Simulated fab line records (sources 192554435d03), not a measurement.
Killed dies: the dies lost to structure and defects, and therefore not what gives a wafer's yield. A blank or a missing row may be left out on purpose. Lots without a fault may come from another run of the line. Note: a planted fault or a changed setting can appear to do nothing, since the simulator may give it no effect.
fab line records ; flow n5_finfet
[record] lots = 6; wafers = 18; last_day = 19
route steps=1938 shown GATE_CUT@489 PASSIVATION@1936
lots untouched by any fault: they come from a run of this same line in which no faults occurred
start_h: the number of hours between the record's first day and the start of the first shown wafer of the lot ; wait_h: how many hours have passed since the lot's step before this one ; " the same as in the row above ; L1.1+2: one row covering several wafers at once ; - value missing, or start not given ; * or withheld: withheld ; < > ~ a bound
route shown NAME@n: NAME is a module with steps in the file, n the number in the route of the first one ; usual: mean/standard deviation of fault-free wafers ; same: alike in all rows ; chamber/n: place in a boat ; sites: the reading at each site ; _std_site: the standard deviation of these ; _edge_site: the outer-site mean with the inner-site mean subtracted ; radius_mm: how far each site lies from the wafer's centre ; mask NAME#n: copy n ; behind: the most recent tool/chamber to have shaped the wafer ; hold: why the lot went on hold/how many hours it stayed there/how the hold came to an end ; device: the n, p or np transistor that did not switch ; end of line: at the end of the route, the tests of the same wafers ; a step given without rows: its recipe and nothing more ; killed: count of dies lost to structure and defects at first sort (not the wafer's yield) ; map: the dies of a wafer, with x for killed, . for not killed, _ for no die there
set.NAME: the setting that was run; set.NAME@STEP: the one run at that earlier step ; model.NAME: the simulator's own value behind a step, which no gauge read
certain route steps with their lots: each step a table, each wafer a row
services: the hour from which a tool's chamber was out of use, counted from the record's first day as start_h (under 0 if before that day), plus the number of hours and why
[[steps]]
[step N5_GATE_CUT_INSPECT_15]
[recipe] mode = adi; inspect_instrument = brightfield
[usual] raw_defect_count = 133/49
lot.wafer;tool;chamber;start_h;wait_h;raw_defect_count
L937.1;defect_inspect-02;-;84.71;0.1;108
L937.4;defect_inspect-02;-;84.71;0.1;89
L937.6;defect_inspect-02;-;84.71;0.1;96
L944.1;defect_inspect-01;-;128.17;0.1;105
L944.3;defect_inspect-01;-;128.17;0.1;121
L944.4;defect_inspect-01;-;128.17;0.1;128
L951.3;defect_inspect-02;-;166.69;0.0;113
L951.5;defect_inspect-02;-;166.69;0.0;104
L951.6;defect_inspect-02;-;166.69;0.0;119
L952.3;defect_inspect-02;-;174.05;0.0;101
L952.4;defect_inspect-02;-;174.05;0.0;104
L952.5;defect_inspect-02;-;174.05;0.0;71
L956.3;defect_inspect-01;-;199.92;0.0;160
L956.4;defect_inspect-01;-;199.92;0.0;90
L956.6;defect_inspect-01;-;199.92;0.0;111
L957.1;defect_inspect-01;-;207.91;0.1;91
L957.4;defect_inspect-01;-;207.91;0.1;110
L957.6;defect_inspect-01;-;207.91;0.1;125
[step N5_GATE_CUT_DESCUM_18]
[recipe] chemistry = O2; time_s = 7; source_power_w = 50; bias_power_w = 20; pressure_mtorr = 20; rf_frequency_hz = 2.712e+07; temp_c = 40; resist = CAR-EUV; o2_flow_sccm = 225
[usual] drypump_motor_current_A = 5.4/0.46; oes_product_au = 0.74/0.042; rf_vpp_V = 243.8/1.2; showerhead_plenum_p_Torr = 2.14/0.057; throttle_valve_pct = 20.45/0.22
[same] time_s = 7
lot.wafer;tool;chamber;start_h;wait_h;drypump_motor_current_A;oes_product_au;rf_hours_counter_h;rf_vpp_V;showerhead_plenum_p_Torr;throttle_valve_pct
L937.1;rie_diel-04;0;84.75;0.0;6.1;0.71;218;244.6;2.16;20.72
L937.4;rie_diel-04;1;84.75;0.0;6.1;0.71;203;241.0;1.99;20.42
L937.6;rie_diel-04;3;84.75;0.0;5.6;0.79;-;243.0;2.11;20.28
L944.1;rie_diel-02;3;128.38;0.2;5.5;0.84;66;245.2;2.20;20.11
L944.3;rie_diel-02;0;128.38;0.2;5.0;0.71;180;244.4;2.17;20.52
L944.4;rie_diel-02;2;128.38;0.2;4.8;0.87;58;245.3;2.21;20.82
L951.3;rie_diel-02;1;166.73;0.0;5.0;0.76;145;243.9;2.19;20.21
L951.5;rie_diel-02;1;166.73;0.0;5.0;0.76;-;244.0;2.19;20.19
L951.6;rie_diel-02;0;166.73;0.0;5.0;0.69;-;244.2;2.16;20.54
L952.3;rie_diel-01;0;174.23;0.2;5.5;0.75;144;245.2;2.19;20.26
L952.4;rie_diel-01;3;174.23;0.2;4.6;0.75;168;243.9;2.17;20.24
L952.5;rie_diel-01;3;174.23;0.2;4.6;0.75;-;243.5;2.17;20.24
L956.3;rie_diel-02;0;199.95;0.0;5.1;0.68;203;243.4;2.16;20.56
L956.4;rie_diel-02;1;199.95;0.0;5.1;0.76;156;244.3;2.19;20.22
L956.6;rie_diel-02;3;199.95;0.0;5.5;0.82;-;245.4;2.20;20.13
L957.1;rie_diel-04;3;207.95;0.0;5.6;0.76;149;244.0;2.10;20.31
L957.4;rie_diel-04;3;207.95;0.0;5.7;0.75;-;243.4;2.10;20.33
L957.6;rie_diel-04;2;207.95;0.0;5.5;0.72;-;243.4;2.07;20.50
[step N5_GATE_CUT_ETCH_28]
[recipe] chemistry = N2/H2; target = underlayer; target_depth_a = 130; mask_material = CAR-EUV; time_s = 10.4; ion_energy_ev = 200; pressure_mtorr = 30; source_w = 840; bias_w = 150; n2_flow_sccm = 200; h2_flow_sccm = 200; ends = cleared
[step N5_GATE_CUT_ETCH_36]
[recipe] chemistry = CF4; target = SiARC; target_depth_a = 130; mask_material = CAR-EUV; time_s = 21.7; ion_energy_ev = 80; pressure_mtorr = 40; source_w = 545; bias_w = 36; Ar_flow_sccm = 100; cf4_flow_sccm = 100; ends = cleared
[usual] bias_w = 36.00/0.12; drypump_motor_current_A = 5.4/0.46; etch_rf_on_time_s = 21.8/0.33; oes_product_au = 0.64/0.037; rf_vpp_V = 184.5/1.1; showerhead_plenum_p_Torr = 2.19/0.056; throttle_valve_pct = 15.65/0.2
lot.wafer;tool;chamber;start_h;wait_h;bias_w;drypump_motor_current_A;etch_rf_on_time_s;oes_product_au;rf_hours_counter_h;rf_vpp_V;showerhead_plenum_p_Torr;throttle_valve_pct
L937.1;rie_diel-04;0;84.80;0.0;36.00;6.1;21.9;0.61;218;184.7;2.20;15.90
L937.4;rie_diel-04;1;84.80;0.0;35.98;6.1;21.6;0.60;203;182.6;2.04;15.69
L937.6;rie_diel-04;3;84.80;0.0;36.16;5.6;21.2;0.68;-;184.3;2.15;15.43
L944.1;rie_diel-02;3;128.43;0.0;35.99;5.5;21.8;0.71;66;186.3;2.25;15.32
L944.3;rie_diel-02;0;128.43;0.0;35.95;5.0;22.0;0.60;180;184.5;2.21;15.72
L944.4;rie_diel-02;2;128.43;0.0;35.99;4.8;21.0;0.75;58;183.7;2.26;15.91
L951.3;rie_diel-02;1;166.78;0.0;36.14;5.1;21.8;0.65;145;184.5;2.23;15.41
L951.5;rie_diel-02;1;166.78;0.0;36.09;5.1;21.7;0.65;-;185.1;2.23;15.41
L951.6;rie_diel-02;0;166.78;0.0;36.14;5.0;22.3;0.59;-;183.8;2.21;15.75
L952.3;rie_diel-01;0;174.28;0.0;36.15;5.5;21.7;0.65;144;185.3;2.23;15.44
L952.4;rie_diel-01;3;174.28;0.0;35.89;4.6;22.0;0.63;169;185.6;2.22;15.52
L952.5;rie_diel-01;3;174.28;0.0;35.92;4.7;21.9;0.63;-;184.9;2.22;15.52
L956.3;rie_diel-02;0;200.01;0.0;36.10;5.0;22.0;0.59;203;183.5;2.20;15.77
L956.4;rie_diel-02;1;200.01;0.0;35.99;5.1;21.5;0.65;156;184.2;2.23;15.41
L956.6;rie_diel-02;3;200.01;0.0;35.92;5.5;21.8;0.71;-;185.0;2.25;15.35
L957.1;rie_diel-04;3;208.00;0.0;36.00;5.6;21.5;0.65;149;183.2;2.14;15.51
L957.4;rie_diel-04;3;208.00;0.0;35.79;5.6;21.6;0.64;-;184.9;2.14;15.50
L957.6;rie_diel-04;2;208.00;0.0;35.97;5.5;22.4;0.60;-;184.6;2.12;15.76
[step N5_GATE_CUT_ETCH_37]
[recipe] chemistry = N2/H2; target = SOC; target_depth_a = 600; overetch_a = 120; mask_material = SiARC; temp_c = 40; time_s = 90; ion_energy_ev = 200; pressure_mtorr = 30; source_w = 840; bias_w = 150; n2_flow_sccm = 200; h2_flow_sccm = 200
[usual] bias_w = 150.0/0.46; drypump_motor_current_A = 5.4/0.47; oes_product_au = 0.67/0.035; rf_vpp_V = 525.4/2.1; showerhead_plenum_p_Torr = 2.60/0.072; throttle_valve_pct = 17.87/0.24
[same] time_s = 90
lot.wafer;tool;chamber;start_h;wait_h;bias_w;drypump_motor_current_A;oes_product_au;rf_hours_counter_h;rf_vpp_V;showerhead_plenum_p_Torr;throttle_valve_pct
L937.1;rie_diel-04;0;84.83;0.0;149.6;6.1;0.65;218;527.1;2.62;18.15
L937.4;rie_diel-04;1;84.83;0.0;150.2;6.1;0.63;203;520.2;2.42;17.82
L937.6;rie_diel-04;3;84.83;0.0;150.1;5.7;0.70;-;524.4;2.55;17.64
L944.1;rie_diel-02;3;128.46;0.0;150.0;5.5;0.74;66;527.5;2.69;17.52
L944.3;rie_diel-02;0;128.46;0.0;149.9;5.1;0.64;180;526.9;2.64;17.97
L944.4;rie_diel-02;2;128.46;0.0;150.3;4.8;0.77;58;526.6;2.69;18.31
L951.3;rie_diel-02;1;166.81;0.0;149.9;5.0;0.68;145;528.4;2.66;17.63
L951.5;rie_diel-02;1;166.81;0.0;150.2;5.0;0.68;-;527.6;2.66;17.63
L951.6;rie_diel-02;0;166.81;0.0;150.1;5.0;0.62;-;527.5;2.64;17.99
L952.3;rie_diel-01;0;174.31;0.0;149.8;5.5;0.68;144;526.9;2.65;17.64
L952.4;rie_diel-01;3;174.31;0.0;149.9;4.7;0.67;169;526.0;2.65;17.65
L952.5;rie_diel-01;3;174.31;0.0;149.7;4.7;0.67;-;526.4;2.64;17.67
L956.3;rie_diel-02;0;200.03;0.0;150.0;5.0;0.61;203;526.6;2.63;18.01
L956.4;rie_diel-02;1;200.03;0.0;150.5;5.1;0.67;156;527.3;2.65;17.66
L956.6;rie_diel-02;3;200.03;0.0;150.4;5.5;0.72;-;528.1;2.68;17.54
L957.1;rie_diel-04;3;208.03;0.0;149.7;5.6;0.68;149;524.9;2.54;17.70
L957.4;rie_diel-04;3;208.03;0.0;150.0;5.7;0.68;-;524.3;2.54;17.70
L957.6;rie_diel-04;2;208.03;0.0;149.8;5.5;0.64;-;523.1;2.52;17.95
[step N5_GATE_CUT_STRIP_38]
[recipe] chemistry = N2/H2; temp_c = 40; n2_flow_sccm = 200; h2_flow_sccm = 200; rf_frequency_hz = 6e+07
[step N5_GATE_CUT_STRIP_39]
[recipe] chemistry = N2/H2; temp_c = 40; n2_flow_sccm = 200; h2_flow_sccm = 200; rf_frequency_hz = 6e+07
[step N5_GATE_CUT_HM_OPEN_40]
[recipe] chemistry = C4F6/O2; target = SiO2; mask_material = SiARC; target_depth_a = 1390; time_s = 85.1; ion_energy_ev = 250; pressure_mtorr = 30; source_w = 345; bias_w = 185; Ar_flow_sccm = 300; C4F6_flow_sccm = 10; O2_flow_sccm = 10; ends = cleared
[usual] drypump_motor_current_A = 5.4/0.47; etch_rf_on_time_s = 94.8/1.6; oes_product_au = 0.67/0.039; rf_vpp_V = 667/6.5; showerhead_plenum_p_Torr = 2.91/0.075; throttle_valve_pct = 20.95/0.21
lot.wafer;tool;chamber;start_h;wait_h;drypump_motor_current_A;etch_rf_on_time_s;oes_product_au;rf_hours_counter_h;rf_vpp_V;showerhead_plenum_p_Torr;throttle_valve_pct
L937.1;rie_diel-04;0;84.91;0.0;6.1;92.5;0.64;218;679;2.93;21.18
L937.4;rie_diel-04;1;84.91;0.0;6.1;94.1;0.63;203;659;2.72;20.96
L937.6;rie_diel-04;3;84.91;0.0;5.6;93.3;0.72;-;663;2.86;20.74
L944.1;rie_diel-02;3;128.54;0.0;5.5;95.0;0.76;66;670;3.00;20.68
L944.3;rie_diel-02;0;128.54;0.0;5.0;93.9;0.64;180;675;2.94;21.01
L944.4;rie_diel-02;2;128.54;0.0;4.8;95.1;0.78;58;665;3.01;21.36
L951.3;rie_diel-02;1;166.89;0.0;5.1;92.7;0.69;145;663;2.98;20.74
L951.5;rie_diel-02;1;166.89;0.0;5.1;94.6;0.68;-;661;2.98;20.74
L951.6;rie_diel-02;0;166.89;0.0;5.1;95.7;0.62;-;673;2.94;21.04
L952.3;rie_diel-01;0;174.39;0.0;5.5;91.7;0.69;144;672;2.96;20.68
L952.4;rie_diel-01;3;174.39;0.0;4.6;93.2;0.67;169;665;2.96;20.79
L952.5;rie_diel-01;3;174.39;0.0;4.6;94.4;0.67;-;667;2.96;20.79
L956.3;rie_diel-02;0;200.12;0.0;5.0;96.4;0.61;203;673;2.93;21.05
L956.4;rie_diel-02;1;200.12;0.0;5.1;95.9;0.67;156;662;2.97;20.75
L956.6;rie_diel-02;3;200.12;0.0;5.5;95.5;0.73;-;669;2.99;20.70
L957.1;rie_diel-04;3;208.11;0.0;5.7;93.7;0.68;149;661;2.85;20.79
L957.4;rie_diel-04;3;208.11;0.0;5.7;94.0;0.67;-;661;2.85;20.79
L957.6;rie_diel-04;2;208.11;0.0;5.5;96.6;0.64;-;669;2.82;21.06
[step N5_GATE_CUT_STRIP_41]
[recipe] chemistry = CF4; resist = SiARC; power_w = 300; bias_power_w = 75; pressure_mtorr = 50; cf4_flow_sccm = 150; rf_frequency_hz = 6e+07
[step N5_GATE_CUT_STRIP_42]
[recipe] chemistry = O2; power_w = 400; temp_c = 40; pressure_mtorr = 30; rf_frequency_hz = 6e+07; bias_power_w = 0; overash_fraction = 0.3; o2_flow_sccm = 225
[step N5_GATE_CUT_ETCH_19]
[recipe] chemistry = CH3F/O2; target = SiNx; mask_material = SiO2; target_depth_a = 537; time_s = 76.7; pressure_mtorr = 30; source_w = 395; bias_w = 73; Ar_flow_sccm = 150; CH3F_flow_sccm = 30; O2_flow_sccm = 20; ion_energy_ev = 120; ends = cleared
[step N5_GATE_CUT_CUT_ETCH_53]
[recipe] chemistry = SF6/Cl2; target = W; mask_material = SiO2; target_depth_a = 792; pressure_mtorr = 8; icp_w = 900; bias_w = 80; SF6_flow_sccm = 40; Cl2_flow_sccm = 60; ends = cleared
[usual] bias_w = 79.97/0.24; drypump_motor_current_A = 5.4/0.46; etch_rf_on_time_s = 26.3/0.38; oes_product_au = 0.69/0.1; throttle_valve_pct = 28.79/0.15
lot.wafer;tool;chamber;start_h;wait_h;bias_w;drypump_motor_current_A;etch_rf_on_time_s;oes_product_au;rf_hours_counter_h;throttle_valve_pct
L937.1;rie_metal-01;0;85.14;0.1;79.75;5.0;26.0;0.80;13;28.73
L937.4;rie_metal-01;1;85.14;0.1;79.94;5.0;25.8;0.56;-;28.96
L937.6;rie_metal-01;1;85.14;0.1;80.14;5.0;25.9;0.55;-;28.94
L944.1;rie_metal-02;0;128.77;0.1;79.72;6.1;26.6;0.78;17;28.77
L944.3;rie_metal-02;1;128.77;0.1;80.04;5.0;26.5;0.61;-;28.55
L944.4;rie_metal-02;0;128.77;0.1;80.23;6.0;26.6;0.77;-;28.80
L951.3;rie_metal-01;1;167.14;0.1;79.96;5.0;26.5;0.54;-;28.97
L951.5;rie_metal-01;1;167.14;0.1;80.03;5.0;26.4;0.54;-;28.97
L951.6;rie_metal-01;0;167.14;0.1;80.25;5.0;26.3;0.76;-;28.76
L952.3;rie_metal-01;1;174.64;0.1;80.29;5.0;26.4;0.54;-;28.97
L952.4;rie_metal-01;0;174.64;0.1;79.31;5.0;26.6;0.76;-;28.77
L952.5;rie_metal-01;0;174.64;0.1;79.71;5.0;26.6;0.76;-;28.76
L956.3;rie_metal-02;0;200.37;0.1;80.00;6.0;26.4;0.76;-;28.80
L956.4;rie_metal-02;1;200.37;0.1;79.61;5.0;26.3;0.59;-;28.58
L956.6;rie_metal-02;1;200.37;0.1;79.86;5.1;26.2;0.59;-;28.58
L957.1;rie_metal-02;1;208.34;0.1;80.37;5.0;26.7;0.59;102;28.58
L957.4;rie_metal-02;1;208.34;0.1;80.12;5.0;26.3;0.59;-;28.57
L957.6;rie_metal-02;1;208.34;0.1;80.23;5.0;26.4;0.60;-;28.57
[step N5_GATE_CUT_CUT_ETCH_54]
[recipe] chemistry = Cl2/BCl3; target = TiN; mask_material = SiO2; target_depth_a = 967; pressure_mtorr = 10; icp_w = 1000; bias_w = 126; Cl2_flow_sccm = 53.25; bcl3_flow_sccm = 21.75; Ar_flow_sccm = 25; ends = cleared
[usual] bias_w = 126.0/0.38; drypump_motor_current_A = 5.4/0.46; etch_rf_on_time_s = 36.9/0.53; oes_product_au = 0.68/0.099; throttle_valve_pct = 22.17/0.12
lot.wafer;tool;chamber;start_h;wait_h;bias_w;drypump_motor_current_A;etch_rf_on_time_s;oes_product_au;rf_hours_counter_h;throttle_valve_pct
L937.1;rie_metal-01;0;85.20;0.0;126.1;5.0;37.3;0.78;13;22.08
L937.4;rie_metal-01;1;85.20;0.0;126.2;5.0;37.2;0.55;-;22.35
L937.6;rie_metal-01;1;85.20;0.0;125.7;5.0;36.8;0.55;-;22.34
L944.1;rie_metal-02;0;128.83;0.0;125.8;6.1;36.6;0.79;17;22.20
L944.3;rie_metal-02;1;128.83;0.0;125.5;5.0;36.2;0.61;-;21.97
L944.4;rie_metal-02;0;128.83;0.0;126.3;6.0;36.6;0.79;-;22.19
L951.3;rie_metal-01;1;167.20;0.0;130.9;5.0;36.9;0.55;-;22.34
L951.5;rie_metal-01;1;167.20;0.0;130.6;5.0;36.8;0.54;-;22.34
L951.6;rie_metal-01;0;167.20;0.0;126.6;5.0;37.3;0.76;-;22.11
L952.3;rie_metal-01;1;174.70;0.0;130.1;5.0;37.1;0.54;-;22.37
L952.4;rie_metal-01;0;174.70;0.0;126.3;5.0;37.1;0.75;-;22.10
L952.5;rie_metal-01;0;174.70;0.0;125.3;5.0;37.2;0.76;-;22.10
L956.3;rie_metal-02;0;200.43;0.0;125.7;6.1;37.3;0.75;-;22.22
L956.4;rie_metal-02;1;200.43;0.0;125.7;5.0;36.5;0.59;-;22.01
L956.6;rie_metal-02;1;200.43;0.0;125.1;5.0;36.7;0.59;-;22.02
L957.1;rie_metal-02;1;208.40;0.0;126.0;5.0;36.8;0.59;102;22.02
L957.4;rie_metal-02;1;208.40;0.0;125.6;5.0;37.1;0.59;-;22.02
L957.6;rie_metal-02;1;208.40;0.0;125.6;5.0;36.9;0.59;-;22.00
[step N5_GATE_CUT_CUT_ETCH_55]
[recipe] chemistry = BCl3; target = HfO2; mask_material = SiO2; target_depth_a = 32; ion_energy_ev = 30; pressure_mtorr = 5; icp_w = 450; bias_w = 18; bcl3_flow_sccm = 80
[step N5_PASSIVATION_PROBE_49]
[usual] killed_at_M0_to_M3 = 36/11; killed_at_M4_up = 13/5.1; killed_at_contacts = 14/4.9; killed_at_front_end = 41/10; killed_at_other = 3.4/2.6; killed_dies = 107/16; killed_open = 70/11; killed_short = 36/7.8
[same] gross_dies = 1180; killed_at_back_side = 0
lot.wafer;tool;chamber;start_h;wait_h;killed_at_M0_to_M3;killed_at_M4_up;killed_at_contacts;killed_at_front_end;killed_at_other;killed_dies;killed_open;killed_short
L937.1;prober-01;-;315.32;0.0;54;26;20;36;3;139;94;44
L937.4;prober-01;-;315.47;0.2;38;13;14;33;2;100;53;46
L937.6;prober-01;-;315.57;0.3;55;11;11;34;3;114;61;52
L944.1;prober-01;-;341.52;0.0;40;3;23;32;5;103;73;30
L944.3;prober-01;-;341.62;0.1;43;13;9;40;8;113;70;42
L944.4;prober-01;-;341.67;0.2;38;18;11;38;3;108;73;33
L951.3;prober-01;-;416.89;0.1;36;15;13;27;1;92;73;18
L951.5;prober-01;-;416.99;0.2;24;13;12;49;5;103;73;28
L951.6;prober-01;-;417.04;0.3;40;17;10;29;6;102;61;39
L952.3;prober-02;-;423.84;0.1;40;9;11;38;6;104;67;32
L952.4;prober-02;-;423.89;0.2;24;13;10;39;8;94;61;32
L952.5;prober-02;-;423.94;0.2;43;9;13;39;3;107;69;36
L957.1;prober-01;-;438.61;0.0;25;24;12;37;10;108;66;35
L957.4;prober-01;-;438.76;0.2;24;17;14;30;4;89;57;31
L957.6;prober-01;-;438.86;0.3;25;22;20;58;6;131;81;44
L956.3;prober-01;-;461.13;0.1;28;12;16;37;1;94;71;22
L956.4;prober-01;-;461.18;0.2;59;9;10;37;4;119;84;31
L956.6;prober-01;-;461.28;0.3;56;13;9;41;0;119;78;39
// killed by level:class
L937.1 BEOL_M3:geometric_particle:open=17 MOL_CONTACT_COAG:geometric_particle:open=16 BEOL_M4:geometric_particle:open=14 BEOL_M1:geometric_particle:open=9 BEOL_M2:geometric_particle:open=8 BEOL_M0_SAQP:geometric_particle:short=7 BEOL_M2:geometric_particle:short=6 STI_FIN_REVEAL:geometric_particle:open=5
L937.4 BEOL_M0_SAQP:geometric_particle:short=13 MOL_CONTACT_COAG:geometric_particle:open=12 FIN_SAQP:geometric_particle:short=9 BEOL_M0_SAQP:geometric_particle:open=7 BEOL_M2:geometric_particle:open=6 STARTING-WAFER:geometric_particle:short=6 FIN_SAQP:geometric_particle:open=4 BEOL_M1:geometric_particle:open=4
L937.6 BEOL_M0_SAQP:geometric_particle:short=19 BEOL_M0_SAQP:geometric_particle:open=12 FIN_SAQP:geometric_particle:short=11 MOL_CONTACT_COAG:geometric_particle:open=9 FIN_SAQP:geometric_particle:open=7 DUMMY_GATE:geometric_particle:open=7 BEOL_M2:geometric_particle:open=5 BEOL_M3:geometric_particle:short=5
L944.1 MOL_CONTACT_COAG:geometric_particle:open=20 BEOL_M3:geometric_particle:open=18 FIN_SAQP:geometric_particle:open=7 GATE_CUT:geometric_particle:open=6 BEOL_M2:geometric_particle:open=5 DUMMY_GATE:geometric_particle:open=4 BEOL_M0_SAQP:geometric_particle:short=4 BEOL_M1:geometric_particle:open=4
L944.3 BEOL_M3:geometric_particle:open=12 FIN_SAQP:geometric_particle:short=11 BEOL_M0_SAQP:geometric_particle:open=8 MOL_CONTACT_COAG:geometric_particle:open=7 BEOL_M2:geometric_particle:open=6 MIM_TOP:geometric_particle:short=6 DUMMY_GATE:geometric_particle:open=5 GATE_CUT:geometric_particle:open=5
L944.4 BEOL_M3:geometric_particle:open=9 MOL_CONTACT_COAG:geometric_particle:open=8 BEOL_M4:geometric_particle:open=7 FIN_SAQP:geometric_particle:open=6 DUMMY_GATE:geometric_particle:open=6 BEOL_M3:geometric_particle:short=6 BEOL_M2:geometric_particle:open=5 BEOL_M0_SAQP:geometric_particle:open=5
L951.3 MOL_CONTACT_COAG:geometric_particle:open=11 FIN_SAQP:geometric_particle:open=10 BEOL_M1:geometric_particle:open=10 BEOL_M0_SAQP:geometric_particle:open=8 BEOL_M3:geometric_particle:open=8 BEOL_M4:geometric_particle:open=7 FIN_SAQP:geometric_particle:short=4 STI_FIN_REVEAL:geometric_particle:open=3
L951.5 STI_FIN_REVEAL:geometric_particle:open=11 BEOL_M4:geometric_particle:open=11 FIN_SAQP:geometric_particle:open=9 MOL_CONTACT_COAG:geometric_particle:open=9 BEOL_M2:geometric_particle:open=9 DUMMY_GATE:geometric_particle:open=5 BEOL_M3:geometric_particle:open=5 FIN_SAQP:geometric_particle:short=4
L951.6 BEOL_M4:geometric_particle:open=12 BEOL_M2:geometric_particle:open=11 MOL_CONTACT_COAG:geometric_particle:open=7 BEOL_M0_SAQP:geometric_particle:open=7 BEOL_M0_SAQP:geometric_particle:short=6 BEOL_M1:geometric_particle:open=6 BEOL_M2:geometric_particle:short=5 STARTING-WAFER:geometric_particle:short=5
L952.3 BEOL_M0_SAQP:geometric_particle:open=13 BEOL_M0_SAQP:geometric_particle:short=12 MOL_CONTACT_COAG:geometric_particle:open=11 STI_FIN_REVEAL:geometric_particle:open=11 FIN_SAQP:geometric_particle:open=5 FIN_SAQP:geometric_particle:short=4 DUMMY_GATE:geometric_particle:open=4 BEOL_M0:geometric_particle:open=4
L952.4 STI_FIN_REVEAL:geometric_particle:open=8 MOL_CONTACT_COAG:geometric_particle:open=8 FIN_SAQP:geometric_particle:open=7 BEOL_M0_SAQP:geometric_particle:open=6 BEOL_M0_SAQP:geometric_particle:short=6 BEOL_M2:geometric_particle:open=5 SPACER0:geometric_particle:short=4 GATE_CUT:geometric_particle:short=4
L952.5 BEOL_M0_SAQP:geometric_particle:short=13 MOL_CONTACT_COAG:geometric_particle:open=12 STI_FIN_REVEAL:geometric_particle:open=11 BEOL_M2:geometric_particle:open=10 BEOL_M0_SAQP:geometric_particle:open=7 GATE_CUT:geometric_particle:short=6 STI_FIN_REVEAL:geometric_particle:short=4 BEOL_M1:geometric_particle:open=4
L957.1 MOL_CONTACT_COAG:geometric_particle:open=10 BEOL_M4:geometric_particle:open=10 BEOL_M0_SAQP:geometric_particle:open=9 BEOL_M0_SAQP:geometric_particle:short=8 GATE_CUT:geometric_particle:short=6 FIN_SAQP:geometric_particle:open=5 STI_FIN_REVEAL:geometric_particle:open=5 GATE_CUT:geometric_particle:open=5
L957.4 BEOL_M4:geometric_particle:open=11 MOL_CONTACT_COAG:geometric_particle:open=10 FIN_SAQP:geometric_particle:open=8 BEOL_M1:geometric_particle:open=8 BEOL_M0_SAQP:geometric_particle:short=6 FIN_SAQP:geometric_particle:short=4 GATE_CUT:geometric_particle:short=4 MOL_CONTACT_COAG:geometric_particle:short=4
L957.6 STI_FIN_REVEAL:geometric_particle:open=20 MOL_CONTACT_COAG:geometric_particle:open=16 GATE_CUT:geometric_particle:short=11 FIN_SAQP:geometric_particle:open=9 BEOL_M5:geometric_particle:open=8 BEOL_M2:geometric_particle:open=6 BEOL_M0_SAQP:geometric_particle:short=5 MOL_CONTACT_COAG:geometric_particle:short=4
L956.3 MOL_CONTACT_COAG:geometric_particle:open=14 DUMMY_GATE:geometric_particle:open=10 BEOL_M3:geometric_particle:open=7 FIN_SAQP:geometric_particle:open=6 STI_FIN_REVEAL:geometric_particle:open=5 BEOL_M0_SAQP:geometric_particle:open=5 BEOL_M2:geometric_particle:open=5 FIN_SAQP:geometric_particle:short=4
L956.4 BEOL_M0_SAQP:geometric_particle:open=16 BEOL_M3:geometric_particle:open=15 BEOL_M1:geometric_particle:open=10 FIN_SAQP:geometric_particle:open=8 BEOL_M0_SAQP:geometric_particle:short=8 STI_FIN_REVEAL:geometric_particle:open=7 MOL_CONTACT_COAG:geometric_particle:short=5 MOL_CONTACT_COAG:geometric_particle:open=5
L956.6 BEOL_M0_SAQP:geometric_particle:open=13 BEOL_M0_SAQP:geometric_particle:short=9 BEOL_M1:geometric_particle:open=9 MOL_CONTACT_COAG:geometric_particle:open=8 BEOL_M3:geometric_particle:short=8 STI_FIN_REVEAL:geometric_particle:open=7 BEOL_M3:geometric_particle:open=7 STARTING-WAFER:geometric_particle:open=6
[[services]]
tool;chamber;start_h;hours;kind
rie_diel-04;3;87.56;2.5;repair
rie_metal-01;1;92.32;11.1;repair
rie_metal-01;-;92.95;2.8;pm
rie_diel-02;0;100.91;6.0;repair
rie_diel-02;2;137.47;6.3;repair
rie_metal-01;1;154.16;10.1;repair
rie_diel-02;3;164.68;12.2;repair
rie_metal-01;-;169.85;1.4;pm
rie_diel-04;1;180.16;11.0;repair
rie_diel-04;0;191.20;-;clean
rie_diel-04;0;191.20;-;consumable_replace:focus_ring
rie_diel-04;0;191.20;20.1;scheduled_down
rie_diel-04;0;191.20;20.1;vent_cycle
rie_diel-02;-;195.75;0.3;repair
rie_metal-01;1;200.98;-;clean
rie_metal-01;1;200.98;15.5;scheduled_down
rie_metal-01;1;200.98;15.5;vent_cycle
[[key]]
[first_sign] step = N5_GATE_CUT_CUT_ETCH_54; reading = bias_w; direction = up; sigmas = 12; usual = *; struck = *
effect none on later readings
met_at N5_GATE_CUT_CUT_ETCH_54
struck_wafers L951.3,L951.5,L952.3
tester_left_out L951,L952
onset_between 85.20 167.20
[fault] kind = process_parameter_drift; tool = rie_metal-01; chamber = 1; onset_h = 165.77; steps = N5_GATE_CUT_CUT_ETCH_54; channel = bias_w; offset = *; shape = step; end_h = 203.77; acts_in = *; stated = *
// tester_left_out: of these lots the tester's yield and bins aren't shown, on N5 and GAA mostly nor the transistor test; their killed dies are dies lost to structure and defects alone, not to doping, threshold or leakage, so they don't give the yield
